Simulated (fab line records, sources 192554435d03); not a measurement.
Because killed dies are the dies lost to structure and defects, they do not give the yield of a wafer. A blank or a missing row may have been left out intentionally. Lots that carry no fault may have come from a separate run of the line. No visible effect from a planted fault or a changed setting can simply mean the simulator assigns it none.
Chamber matching || flow n5 finfet || N5_GATE_CUT_SAC_CAP_01 on ald sin-03: 4 sister chambers
The step material SiNx, target thk 24 nm, pulse time 1 s, ald cycles 480. 8 wafers are shown with their chamber, then 12 later ones without.

== WAFERS, EACH WITH ITS CHAMBER ==
{"wafer": "L081.3", "chamber": 2, "heater power w (W)": 910, "precursor pulse height rel": 0.991}
{"wafer": "L082.3", "chamber": 2, "heater power w (W)": 926, "precursor pulse height rel": 1.005}
{"wafer": "L082.6", "chamber": 1, "heater power w (W)": 700, "precursor pulse height rel": 0.984}
{"wafer": "L083.1", "chamber": 3, "heater power w (W)": 1041, "precursor pulse height rel": 1.001}
{"wafer": "L083.5", "chamber": 0, "heater power w (W)": 721, "precursor pulse height rel": 0.988}
{"wafer": "L084.1", "chamber": 0, "heater power w (W)": 736, "precursor pulse height rel": 1.013}
{"wafer": "L084.2", "chamber": 1, "heater power w (W)": 674, "precursor pulse height rel": 0.996}
{"wafer": "L084.5", "chamber": 3, "heater power w (W)": 1037, "precursor pulse height rel": 0.995}

== WAFERS WITHOUT THEIR CHAMBER ==
{"wafer": "L089.1", "heater power w (W)": 702, "precursor pulse height rel": 1.019}
{"wafer": "L089.2", "heater power w (W)": 749, "precursor pulse height rel": 1.029}
{"wafer": "L089.5", "heater power w (W)": 1052, "precursor pulse height rel": 0.985}
{"wafer": "L094.1", "heater power w (W)": 1026, "precursor pulse height rel": 0.988}
{"wafer": "L094.2", "heater power w (W)": 710, "precursor pulse height rel": 0.989}
{"wafer": "L094.4", "heater power w (W)": 955, "precursor pulse height rel": 1.038}
{"wafer": "L095.2", "heater power w (W)": 748, "precursor pulse height rel": 1.000}
{"wafer": "L095.5", "heater power w (W)": 1062, "precursor pulse height rel": 1.024}
{"wafer": "L095.6", "heater power w (W)": 950, "precursor pulse height rel": 1.008}
{"wafer": "L096.1", "heater power w (W)": 740, "precursor pulse height rel": 1.001}
{"wafer": "L096.2", "heater power w (W)": 1039, "precursor pulse height rel": 0.988}
{"wafer": "L096.3", "heater power w (W)": 730, "precursor pulse height rel": 1.020}

== EACH ONE'S CHAMBER ==
{"wafer": "L089.1", "from the rows above": "can't be placed: 0 or 1", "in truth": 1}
{"wafer": "L089.2", "from the rows above": 0, "in truth": 0}
{"wafer": "L089.5", "from the rows above": 3, "in truth": 3}
{"wafer": "L094.1", "from the rows above": 3, "in truth": 3}
{"wafer": "L094.2", "from the rows above": "can't be placed: 0 or 1", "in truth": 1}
{"wafer": "L094.4", "from the rows above": 2, "in truth": 2}
{"wafer": "L095.2", "from the rows above": 0, "in truth": 0}
{"wafer": "L095.5", "from the rows above": 3, "in truth": 3}
{"wafer": "L095.6", "from the rows above": 2, "in truth": 2}
{"wafer": "L096.1", "from the rows above": 0, "in truth": 0}
{"wafer": "L096.2", "from the rows above": 3, "in truth": 3}
{"wafer": "L096.3", "from the rows above": 0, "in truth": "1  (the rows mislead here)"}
9 of 12 placed correctly. Not placeable from these rows: 2 (in 2, the candidates include the true chamber). 1 placed wrongly.
How it was worked out, from the rows above alone: a wafer's distance from a chamber is the root of the sum, over the readings, of the square of ((its reading less the chamber's mean) divided by the reading's scatter). If the next closest chamber is less than 2 further off than the closest, the wafer can't be placed; otherwise it belongs to the closest. The mean given for a chamber averages the wafers shown for that chamber. How the scatter is found: for the shown wafers, subtract from each reading the mean of its chamber, square and add these, divide the total by (wafers less chambers), then take the root.
